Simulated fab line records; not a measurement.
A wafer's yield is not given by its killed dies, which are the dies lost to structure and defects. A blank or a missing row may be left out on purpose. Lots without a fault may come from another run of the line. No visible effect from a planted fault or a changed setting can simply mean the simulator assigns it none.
Problem report in the 8D (eight disciplines) form, filled by code :: flow n5 finfet :: the parts of the form that need people (team, actions taken, sign-off) are left out
Where a reading is given only as a bound, like >300, the bound stands for it, and a mean or a difference that rests on one is marked > or <: the true number lies beyond.

== 1. WHAT WENT WRONG ==
Mean of raw defect count at N5_SD_EPI_N_INSPECT_26: 538 across 6 wafers in 2 lots; on wafers with no fault it is 205 (standard deviation 48). That is +6.9 standard deviations from the usual mean.
The step: inspects for defects (darkfield).
Earliest sighting: wafer L920.2 on defect inspect-01 at day 7 02:58. The record has a number at this step for 24 wafers belonging to 8 lots. Rule for "out" (also "out of limits"): further than 4 standard deviations from the usual mean. The rest of the wafers with a number are treated as sound.

== 2. WHAT IT IS, WHAT IT ISN'T ==
question: which readings at this step
is: raw defect count
is not: -

question: which lots
is: L920, L922
is not: L906, L907, L911, L913, L914, L918

question: which wafers of those lots
is: all that have a number
is not: -

question: read on which gauges
is: defect inspect-01
is not: defect inspect-02

question: when
is: from day 7 02:58
is not: up to then (18 sound wafers)

== 3. SUSPECTS, AND WHAT RULES EACH OUT ==
Counting: a tool stays on the suspect list if, at a process step up to the reading, it processed all lots that are out and no sound lot following the first of them.
- the gauge at N5_SD_EPI_N_INSPECT_26 has been ruled out. All the wafers that are out were read on defect inspect-01, but those of them that N5_PASSIVATION_PROBE_49 has rows for are out there too, on other tools.
- epi rpcvd-01 at N5_SD_EPI_N_PRECLEAN_48 (cleans in NF3:NH3, afs cycles 2, time 20 s, sublimation time 60 s): kept. It processed each lot that is out, first L920 at day 7 00:00, and no sound lot thereafter; up to then, the last sound lot it processed was L918 at day 6 08:15.
Left after counting: epi rpcvd-01 at N5_SD_EPI_N_PRECLEAN_48.

== 4. THE CAUSE (what the simulator had put in) ==
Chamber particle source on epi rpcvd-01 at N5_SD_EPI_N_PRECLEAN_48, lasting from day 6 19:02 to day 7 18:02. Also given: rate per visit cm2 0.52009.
This tool alone remained once counting was done.

== 5. SEQUENCE OF EFFECTS, ordered by route ==
One row per reading whose mean, taken over the struck wafers that have a number, lies over 3 standard deviations from the usual. Only readings for which the record gives a usual standard deviation are gone through. hours: the time from each lot's start at the first step in this table that gives one to its start at this step, as a median over the lots. sigmas: the change in usual standard deviations.
hours: 0
step: N5_SD_EPI_N_INSPECT_26
reading: raw defect count
usual: 205
on struck wafers: 538
change: +334
sigmas: +6.9

hours: 0
step: N5_SD_EPI_P_INSPECT_11
reading: raw defect count
usual: 2.0
on struck wafers: >300
change: >+298
sigmas: +99 or more

hours: 5
step: N5_SD_EPI_P_INSPECT_26
reading: raw defect count
usual: 177
on struck wafers: 518
change: +340
sigmas: +7.6

hours: 5
step: N5_SD_ACTIVATION_INSPECT_02
reading: raw defect count
usual: 176
on struck wafers: 534
change: +358
sigmas: +8.1

hours: 212
step: N5_PASSIVATION_PROBE_49
reading: defect limited yield
usual: 90.9 %
on struck wafers: 82.8
change: -8.1
sigmas: -5.4

hours: 212
step: N5_PASSIVATION_PROBE_49
reading: killed at front end
usual: 42
on struck wafers: 140
change: +98
sigmas: +8.2

hours: 212
step: N5_PASSIVATION_PROBE_49
reading: killed dies
usual: 108
on struck wafers: 202
change: +94
sigmas: +5.2

hours: 212
step: N5_PASSIVATION_PROBE_49
reading: sort_bin_5_function
usual: 5.4 %
on struck wafers: 11.1
change: +5.7
sigmas: +5.7

hours: 212
step: N5_PASSIVATION_PROBE_49
reading: sort n pass
usual: 1072
on struck wafers: 978
change: -94
sigmas: -5.2

hours: 212
step: N5_PASSIVATION_PROBE_49
reading: sort yield pct
usual: 90.9 %
on struck wafers: 82.8
change: -8.1
sigmas: -5.4
The process steps in it:
- N5_PASSIVATION_PROBE_49
At these later measuring or inspecting steps, every struck wafer for which the step has a row has a number for every such reading, and none has moved that far: N5_SD_EPI_P_CD_MEAS_09, N5_BEOL_M4_RC_MEAS_101.

== 6. WHAT WOULD HAVE CAUGHT IT SOONER ==
8 hours passed between the start of the fault at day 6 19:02 and the first reading out of limits at a measuring or inspecting step in this record, taken at day 7 02:58.
An alarm limit of 4 standard deviations would not have fired on the tool readings at N5_SD_EPI_N_PRECLEAN_48 for which the record gives a usual standard deviation, since none of them was out on any struck wafer.
L922, from the lots that are out (2), started N5_SD_EPI_N_PRECLEAN_48 on epi rpcvd-01 later than day 7 02:58. It would have been spared by a hold on the tool at that moment.
